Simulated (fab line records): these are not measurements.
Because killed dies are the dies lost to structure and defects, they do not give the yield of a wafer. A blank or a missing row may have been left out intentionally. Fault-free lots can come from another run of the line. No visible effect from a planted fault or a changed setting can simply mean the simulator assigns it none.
Split-lot study :: flow n5Finfet :: 7 lots, 21 wafers read, on a route of 1938 steps

== THE SPLIT ITSELF ==
At N5_BEOL_M7_HM_DEP_02 (deposits TiN, target thk 20 nm), the setting targetThkA was moved away from the recipe's 200 angstrom on 9 of the 21 wafers read, by -5.0% to +10.6%. All remaining wafers had this setting at the recipe value.

The split's own step is where the reading is taken.

== THE READING ==
TiN_of_BEOL_M7_HM_DEP_02.thkNm (the simulator's own value, which no gauge read), in nm, at N5_BEOL_M7_HM_DEP_02 (deposits TiN, target thk 20 nm). There is no usual value for it anywhere in the file. Across the 12 wafers here that went through the recipe, the average is 20.0 nm and the standard deviation 0.13 nm.

wafer: L074.2
tool, chamber at the split: pvdSputter-03, -
targetThkA as run, angstrom: 221.2
against the recipe: +10.6%
TiN_of_BEOL_M7_HM_DEP_02.thkNm, nm: 22.2
against lot-mates on the recipe: +2.2

wafer: L074.6
tool, chamber at the split: pvdSputter-03, -
targetThkA as run, angstrom: 221.2
against the recipe: +10.6%
TiN_of_BEOL_M7_HM_DEP_02.thkNm, nm: 22.2
against lot-mates on the recipe: +2.2

wafer: L074.5
tool, chamber at the split: pvdSputter-03, -
targetThkA as run, angstrom: 200
against the recipe: recipe
TiN_of_BEOL_M7_HM_DEP_02.thkNm, nm: 20
against lot-mates on the recipe: -

wafer: L076.2
tool, chamber at the split: pvdSputter-03, -
targetThkA as run, angstrom: 217.4
against the recipe: +8.7%
TiN_of_BEOL_M7_HM_DEP_02.thkNm, nm: 21.8
against lot-mates on the recipe: +1.8

wafer: L076.5
tool, chamber at the split: pvdSputter-03, -
targetThkA as run, angstrom: 217.4
against the recipe: +8.7%
TiN_of_BEOL_M7_HM_DEP_02.thkNm, nm: 21.8
against lot-mates on the recipe: +1.8

wafer: L076.3
tool, chamber at the split: pvdSputter-03, -
targetThkA as run, angstrom: 200
against the recipe: recipe
TiN_of_BEOL_M7_HM_DEP_02.thkNm, nm: 20
against lot-mates on the recipe: -

wafer: L078.1
tool, chamber at the split: pvdSputter-02, -
targetThkA as run, angstrom: 190
against the recipe: -5.0%
TiN_of_BEOL_M7_HM_DEP_02.thkNm, nm: 18.4
against lot-mates on the recipe: -1.5

wafer: L078.2
tool, chamber at the split: pvdSputter-02, -
targetThkA as run, angstrom: 200
against the recipe: recipe
TiN_of_BEOL_M7_HM_DEP_02.thkNm, nm: 19.8
against lot-mates on the recipe: -

wafer: L078.6
tool, chamber at the split: pvdSputter-02, -
targetThkA as run, angstrom: 200
against the recipe: recipe
TiN_of_BEOL_M7_HM_DEP_02.thkNm, nm: 20
against lot-mates on the recipe: -

wafer: L085.4
tool, chamber at the split: pvdSputter-03, -
targetThkA as run, angstrom: 193.2
against the recipe: -3.4%
TiN_of_BEOL_M7_HM_DEP_02.thkNm, nm: 19.4
against lot-mates on the recipe: -0.4

wafer: L085.5
tool, chamber at the split: pvdSputter-03, -
targetThkA as run, angstrom: 193.2
against the recipe: -3.4%
TiN_of_BEOL_M7_HM_DEP_02.thkNm, nm: 19.4
against lot-mates on the recipe: -0.4

wafer: L085.6
tool, chamber at the split: pvdSputter-03, -
targetThkA as run, angstrom: 200
against the recipe: recipe
TiN_of_BEOL_M7_HM_DEP_02.thkNm, nm: 19.8
against lot-mates on the recipe: -

wafer: L089.3
tool, chamber at the split: pvdSputter-01, -
targetThkA as run, angstrom: 200
against the recipe: recipe
TiN_of_BEOL_M7_HM_DEP_02.thkNm, nm: 20
against lot-mates on the recipe: -

wafer: L089.4
tool, chamber at the split: pvdSputter-01, -
targetThkA as run, angstrom: 212.7
against the recipe: +6.3%
TiN_of_BEOL_M7_HM_DEP_02.thkNm, nm: 21.4
against lot-mates on the recipe: +1.3

wafer: L089.5
tool, chamber at the split: pvdSputter-01, -
targetThkA as run, angstrom: 200
against the recipe: recipe
TiN_of_BEOL_M7_HM_DEP_02.thkNm, nm: 20.2
against lot-mates on the recipe: -

wafer: L092.3
tool, chamber at the split: pvdSputter-02, -
targetThkA as run, angstrom: 200
against the recipe: recipe
TiN_of_BEOL_M7_HM_DEP_02.thkNm, nm: 20
against lot-mates on the recipe: -

wafer: L092.6
tool, chamber at the split: pvdSputter-02, -
targetThkA as run, angstrom: 200
against the recipe: recipe
TiN_of_BEOL_M7_HM_DEP_02.thkNm, nm: 20
against lot-mates on the recipe: -

wafer: L092.4
tool, chamber at the split: pvdSputter-02, -
targetThkA as run, angstrom: 200
against the recipe: recipe
TiN_of_BEOL_M7_HM_DEP_02.thkNm, nm: 19.8
against lot-mates on the recipe: -

wafer: L094.1
tool, chamber at the split: pvdSputter-01, -
targetThkA as run, angstrom: 200
against the recipe: recipe
TiN_of_BEOL_M7_HM_DEP_02.thkNm, nm: 20.2
against lot-mates on the recipe: -

wafer: L094.2
tool, chamber at the split: pvdSputter-01, -
targetThkA as run, angstrom: 215.4
against the recipe: +7.7%
TiN_of_BEOL_M7_HM_DEP_02.thkNm, nm: 21.6
against lot-mates on the recipe: +1.5

wafer: L094.6
tool, chamber at the split: pvdSputter-01, -
targetThkA as run, angstrom: 200
against the recipe: recipe
TiN_of_BEOL_M7_HM_DEP_02.thkNm, nm: 20
against lot-mates on the recipe: -

FIT RESULTS
A straight line over all 21 wafers: TiN_of_BEOL_M7_HM_DEP_02.thkNm changes by +0.215 nm for each +1% of targetThkA; r = +0.99; the points scatter about the line by 0.16 nm.
The same after taking each lot's own level away (the mean of its wafers on the recipe; 21 wafers): +0.206 nm for each +1%; r = +0.99; scatter 0.16 nm.
The reading moves by 2.2 nm for the largest change in targetThkA, on that fit.
The lots' own levels span 19.80 to 20.10 nm, that is 2.3 times the standard deviation above.
So the lot-to-lot level changes the slope little: the two slopes agree.
Check: with one of the wafers moved furthest among these (+10.6%) left out of the fit, the line predicts +2.18 nm for it against its lot-mates. It came out at +2.2 nm against them.

== FURTHER SPLITS ON THESE WAFERS ==
Before the reading, these wafers also passed through other splits. Each is held against what the fit with the lots' levels taken away leaves over:
other split on the same wafers: N5_BEOL_M5_EXPOSE_08 doseMj
wafers away from the commonest value: 5
r with TiN_of_BEOL_M7_HM_DEP_02.thkNm (lot level and that fit taken away): +0.32

other split on the same wafers: N5_BEOL_M6_TRENCH_ETCH_37 biasW
wafers away from the commonest value: 12
r with TiN_of_BEOL_M7_HM_DEP_02.thkNm (lot level and that fit taken away): -0.09

== FILE'S OWN FIT ==
TiN_of_BEOL_M7_HM_DEP_02.thkNm changes by +0.209 nm for each +1% of targetThkA, r = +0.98.
